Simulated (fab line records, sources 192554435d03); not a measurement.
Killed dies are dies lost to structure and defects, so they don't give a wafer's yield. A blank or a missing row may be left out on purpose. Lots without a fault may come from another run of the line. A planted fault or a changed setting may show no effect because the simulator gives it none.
fab line records | flow n5_finfet
record lots=6 wafers=17 last_day=16
route steps=1938 shown BEOL_M10@1516
lots that met no fault: from a run of the same line without faults
start_h: hours from the record's first day to the start of the lot's first wafer shown | wait_h: hours since the lot's step before | " the same as in the row above | L1.1+2: a row that stands for several wafers | - no value, or no start given | * or withheld: withheld | < > ~ a bound
route shown NAME@n: a module of which the file shows steps, and the number in the route of the first | usual: mean/standard deviation of fault-free wafers | same: alike in all rows | chamber/n: place in a boat | sites: the reading at each site | _std_site: their standard deviation | _edge_site: outer sites' mean less inner sites' | radius_mm: how far each site lies from the wafer's centre | mask NAME#n: copy n | behind: the tool/chamber that last shaped the wafer | hold: why the lot was held/for how many hours/how that ended | device: the transistor (n, p or np) that didn't switch | end of line: the same wafers' tests at the end of the route | a step without rows: its recipe alone | killed: dies lost to structure and defects at the first sort, not the wafer's yield | map: a wafer's dies, x killed, . not, _ none there
set.NAME: the setting as run; set.NAME@STEP: as run at that earlier step | model.NAME: the simulator's own value behind a step, which no gauge read
lots at some steps of the route; a table a step, a row a wafer
services: from which hour (start_h, from the record's first day; less than 0 if before it) a tool's chamber was out of use, for how many hours, and why
## steps
# step N5_BEOL_M10_HM_STRIP_39
# recipe chemistry=peroxide_tin_strip material=TiN target_depth_a=250 temp_c=50 time_s=158
# step N5_BEOL_M10_SRD_40
# recipe time_s=30 temp_c=23 rinse_liquid=diw dry=ipa_marangoni
# step N5_BEOL_M10_PRECLEAN_42
# recipe chemistry=residue_remover time_s=60 temp_c=40
# step N5_BEOL_M10_SRD_43
# recipe time_s=30 temp_c=23 rinse_liquid=diw dry=ipa_marangoni
# step N5_BEOL_M10_CD_MEAS_35
# recipe target_cd_nm=70 polarity=opening
# usual cd_nm=70.4/0.66
# columns lot.wafer tool chamber start_h wait_h cd_nm
L621.1 cd_sem-02 - 232.37 0.0 70.1
L621.3 " - " " 70.6
L621.4 " - " " 70.0
L622.3 cd_sem-02 - 232.63 0.0 69.5
L622.5 " - " " 70.0
L622.6 " - " " 69.5
L627.4 cd_sem-01 - 273.91 0.0 70.9
L627.6 " - " " 71.8
L629.2 cd_sem-01 - 283.52 0.0 69.2
L629.3 " - " " 71.4
L629.6 " - " " 69.1
L636.3 cd_sem-02 - 325.27 0.0 70.1
L636.4 " - " " 70.3
L636.6 " - " " 70.6
L640.3 cd_sem-02 - 349.80 0.0 69.8
L640.4 " - " " 70.4
L640.5 " - " " 71.4
# step N5_BEOL_M10_CURE_72
# recipe temp_c=370 time_s=120 ambient=DMADMS/He material=SiCOH_lowk
# step N5_BEOL_M10_DEGAS_44
# recipe ambient=vacuum temp_c=250 time_s=60
# usual heater_power_w=352/53
# columns lot.wafer tool chamber start_h wait_h heater_power_w
L621.1 pvd_sputter-02 - 233.07 0.6 320
L621.3 " - " " 409
L621.4 " - " " 406
L622.3 pvd_sputter-02 - 233.75 0.7 319
L622.5 " - " " 319
L622.6 " - " " 329
L627.4 pvd_sputter-03 - 276.44 2.3 403
L627.6 " - " " 326
L629.2 pvd_sputter-01 - 283.89 0.2 333
L629.3 " - " " 323
L629.6 " - " " 260
L636.3 pvd_sputter-01 - 325.68 0.2 267
L636.4 " - " " 345
L636.6 " - " " 257
L640.3 pvd_sputter-01 - 350.44 0.4 328
L640.4 " - " " 440
L640.5 " - " " 430
# step N5_BEOL_M10_PRE_CLEAN_45
# recipe gas=H2/He time_s=30 temp_c=250
# usual heater_power_w=352/52
# columns lot.wafer tool chamber start_h wait_h heater_power_w
L621.1 pvd_sputter-02 - 233.11 0.0 332
L621.3 " - " " 410
L621.4 " - " " 417
L622.3 pvd_sputter-02 - 233.79 0.0 330
L622.5 " - " " 327
L622.6 " - " " 328
L627.4 pvd_sputter-03 - 276.48 0.0 401
L627.6 " - " " 322
L629.2 pvd_sputter-01 - 283.93 0.0 333
L629.3 " - " " 337
L629.6 " - " " 258
L636.3 pvd_sputter-01 - 325.72 0.0 267
L636.4 " - " " 341
L636.6 " - " " 261
L640.3 pvd_sputter-01 - 350.48 0.0 336
L640.4 " - " " 430
L640.5 " - " " 436
# step N5_BEOL_M10_ALD_74
# recipe material=TaN target_thk_a=20 temp_c=275 ald_precursor_family=PDMAT ald_co_reactant=NH3 pressure_torr=3 carrier_flow_sccm=1500 pulse_time_s=2 purge_time_s=3 co_reactant_purge_time_s=2 co_reactant_pulse_time_s=3 ald_cycles=40 precursor_vessel_temp_c=75 precursor_vessel_pressure_torr=26.25 precursor_vessel_carrier_sccm=1000
# usual chamber_pressure_Torr=3.001/0.0063 heater_power_w=422/46 precursor_vessel_temp_c=75.02/0.12
# columns lot.wafer tool chamber start_h wait_h chamber_pressure_Torr heater_power_w precursor_vessel_temp_c
L621.1 ald_metal-04 0 233.21 0.1 3.002 401 74.96
L621.3 " 2 " " 3.007 365 74.86
L621.4 " 1 " " 2.999 440 74.99
L622.3 ald_metal-01 1 233.87 0.1 2.998 436 74.96
L622.5 " 3 " " 2.999 378 75.08
L622.6 " 0 " " 2.995 423 74.95
L627.4 ald_metal-01 0 276.72 0.2 3.000 434 74.99
L627.6 " 0 " " 3.011 418 74.85
L629.2 ald_metal-01 1 283.99 0.0 3.001 441 74.93
L629.3 " 3 " " 2.996 374 74.76
L629.6 " 2 " " 3.001 476 75.02
L636.3 ald_metal-01 0 325.80 0.1 3.003 426 75.05
L636.4 " 2 " " 2.998 473 75.29
L636.6 " 1 " " 3.001 431 74.94
L640.3 ald_metal-01 3 350.54 0.0 2.996 388 75.10
L640.4 " 0 " " 3.016 424 74.96
L640.5 " 3 " " 2.994 390 75.07
# step N5_BEOL_M10_SURFACE_TREAT_76
# recipe gas=Ar time_s=* ion_energy_ev=* ion_current_ma_cm2=0.5 pressure_mtorr=* ar_flow_sccm=30
# step N5_BEOL_M10_CVD_75
# recipe material=Co target_thk_a=20 temp_c=withheld precursor=CCTBA/H2 pressure_torr=30 time_s=138.9
# step N5_BEOL_M10_SPUTTER_48
# recipe material=Cu target_thk_a=120 temp_c=-20 bias_v=60 power_w=26000 chamber_pressure_pa=0.13 time_s=2
# usual throttle_valve_pct=30.4/0.85
# columns lot.wafer tool chamber start_h wait_h throttle_valve_pct
L621.1 pvd_sputter-02 - 233.91 0.1 31.6
L621.3 " - " " 30.5
L621.4 " - " " 29.6
L622.3 pvd_sputter-02 - 234.35 0.1 29.8
L622.5 " - " " 29.4
L622.6 " - " " 30.7
L627.4 pvd_sputter-01 - 277.48 0.1 30.5
L627.6 " - " " 30.3
L629.2 pvd_sputter-02 - 284.69 0.1 29.7
L629.3 " - " " 31.4
L629.6 " - " " 29.9
L636.3 pvd_sputter-02 - 326.58 0.4 31.5
L636.4 " - " " 30.5
L636.6 " - " " 30.0
L640.3 pvd_sputter-02 - 351.28 0.1 30.8
L640.4 " - " " 29.4
L640.5 " - " " 29.4
# step N5_BEOL_M10_ECD_50
# recipe material=Cu target_thk_a=3180
# columns lot.wafer tool chamber start_h wait_h model.Cu_of_BEOL_M10_ECD_50.thk_nm
L621.1 ecd_cu-02 1 234.03 0.1 310.6
L621.3 " 1 " " 315.8
L621.4 " 0 " " 315.6
L622.3 ecd_cu-01 1 234.50 0.1 320.2
L622.5 " 1 " " 320
L622.6 " 0 " " 315.6
L627.4 ecd_cu-01 0 277.63 0.1 316
L627.6 " 0 " " 591
L629.2 ecd_cu-01 0 284.81 0.1 587.4
L629.3 " 1 " " 323.2
L629.6 " 1 " " 584.8
L636.3 ecd_cu-02 1 326.72 0.1 314.6
L636.4 " 0 " " 319.2
L636.6 " 1 " " 317.6
L640.3 ecd_cu-02 1 351.42 0.1 313.6
L640.4 " 0 " " 312.8
L640.5 " 1 " " 314.8
# step N5_BEOL_M10_ANNEAL_51
# recipe temp_c=225 time_s=90 ambient=N2
# usual anneal_temp_c=224.98/0.17 wafer_temp_C_max=225.85/0.25
# columns lot.wafer tool chamber start_h wait_h anneal_temp_c wafer_temp_C_max
L621.1 rtp_anneal-01 0 234.55 0.5 225.30 225.63
L621.3 " 0 " " 224.97 225.58
L621.4 " 0 " " 225.13 225.49
L622.3 rtp_anneal-02 0 234.98 0.4 225.33 226.17
L622.5 " 0 " " 224.92 226.15
L622.6 " 0 " " 224.87 226.06
L627.4 rtp_anneal-02 0 277.89 0.2 224.99 226.05
L627.6 " 0 " " 224.86 225.84
L629.2 rtp_anneal-01 0 284.96 0.1 224.92 225.57
L629.3 " 0 " " 224.74 225.60
L629.6 " 0 " " 224.87 225.42
L636.3 rtp_anneal-02 0 326.89 0.1 224.91 226.41
L636.4 " 0 " " 224.78 226.19
L636.6 " 0 " " 224.91 225.70
L640.3 rtp_anneal-01 0 351.59 0.1 224.97 225.64
L640.4 " 0 " " 225.03 225.55
L640.5 " 0 " " 224.90 225.71
# step N5_BEOL_M10_CMP_52
# recipe stop_on=SiCOH_lowk t_overpolish_s=7 down_force_psi=1 platen_rpm=50 clearing_platen_down_force_psi=1.5 clearing_platen_rpm=50 post_cmp_clean=cu_alkaline target_thk_nm=140 clearing_platen_pad_velocity_m_s=0.99484 pad_velocity_m_s=0.99484
# usual clearing_platen_rpm=50.000/0.026 motor_current_A=6.1/0.58 time_to_endpoint_s=66/3
# columns lot.wafer tool chamber start_h wait_h clearing_platen_rpm motor_current_A time_to_endpoint_s
L621.1 cmp-04 3 234.84 0.3 50.002 7.1 64
L621.4 " 0 " " 49.977 5.2 66
L621.3 " 1 " " 50.000 6.2 64
L622.3 cmp-04 1 235.27 0.3 50.058 6.2 67
L622.6 " 3 " " 50.031 6.8 68
L622.5 " 0 " " 50.038 5.3 68
L627.4 cmp-04 3 278.06 0.1 50.006 7.2 65
L627.6 " 3 " " 49.974 7.0 124
L629.2 cmp-04 0 285.21 0.2 49.989 5.4 126
L629.3 " 1 " " 49.993 6.1 66
L629.6 " 0 " " 50.009 5.4 127
L636.3 cmp-04 1 327.18 0.2 49.936 6.5 67
L636.4 " 2 " " 49.973 5.8 66
L636.6 " 3 " " 49.990 7.4 69
L640.4 cmp-03 1 351.80 0.1 49.962 5.4 63
L640.3 " 2 " " 49.997 6.5 64
L640.5 " 2 " " 50.005 6.6 61
# step N5_BEOL_M10_THK_MEAS_53
# recipe thk_meas_gauge=xrf reads=Cu_of_BEOL_M10_ECD_50
# usual M10_THK=142/3.7
# columns lot.wafer tool chamber start_h wait_h M10_THK[nm]
L621.1 film_metro-02 - 235.14 - 146
L621.3 " - " " 142
L621.4 " - " " 140
L622.3 film_metro-01 - 235.49 - 142
L622.5 " - " " 139
L622.6 " - " " 138
L627.4 film_metro-02 - 278.36 - 142
L627.6 " - " " 140
L629.2 film_metro-01 - 285.51 - 146
L629.3 " - " " 139
L629.6 " - " " 141
L636.3 film_metro-01 - 327.40 - 143
L636.4 " - " " 140
L636.6 " - " " 138
L640.3 film_metro-02 - 352.10 - 139
L640.4 " - " " 135
L640.5 " - " " 137
## services
# columns tool chamber start_h hours kind
ald_metal-01 - 217.42 8.7 pm
ald_metal-01 3 227.22 2.6 repair
cmp-04 - 239.30 0.7 repair
ecd_cu-01 - 242.96 2.5 repair
cmp-03 - 260.77 3.3 pm
cmp-04 - 262.37 5.8 repair
cmp-03 - 273.35 1.4 repair
pvd_sputter-03 - 278.15 5.5 repair
cmp-04 - 279.00 5.4 pm
ald_metal-01 3 280.37 2.7 repair
ald_metal-01 - 281.92 2.0 repair
rtp_anneal-01 - 287.31 2.7 pm
cmp-04 - 287.56 4.0 pm
cmp-03 - 292.18 4.0 pm
pvd_sputter-02 - 294.67 5.9 repair
ecd_cu-01 - 302.10 0.3 repair
rtp_anneal-02 - 306.38 4.2 pm
pvd_sputter-01 - 310.24 2.1 repair
cmp-03 - 312.01 4.2 repair
ald_metal-04 3 314.20 3.4 repair
ecd_cu-02 - 327.71 2.7 repair
cmp-03 - 338.88 11.3 pm
cmp-04 - 339.12 1.3 repair
cmp-04 - 344.77 1.8 repair
## key
first_sign step=N5_BEOL_M10_CMP_52 reading=time_to_endpoint_s direction=up sigmas=20 usual=* struck=*
effect none on later readings
model_effect step=N5_BEOL_M10_ECD_50 value=Cu_of_BEOL_M10_ECD_50.thk_nm without=317.8 struck=587.7
met_at N5_BEOL_M10_ECD_50
struck_wafers L627.6,L629.2,L629.6
onset_between 234.50 277.63
fault kind=process_parameter_drift tool=ecd_cu-01 chamber=- onset_h=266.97 steps=N5_BEOL_M10_ECD_50 channel=target_thk_a offset=* shape=step end_h=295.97 scope=struck_wafers_only acts_in=* stated=*
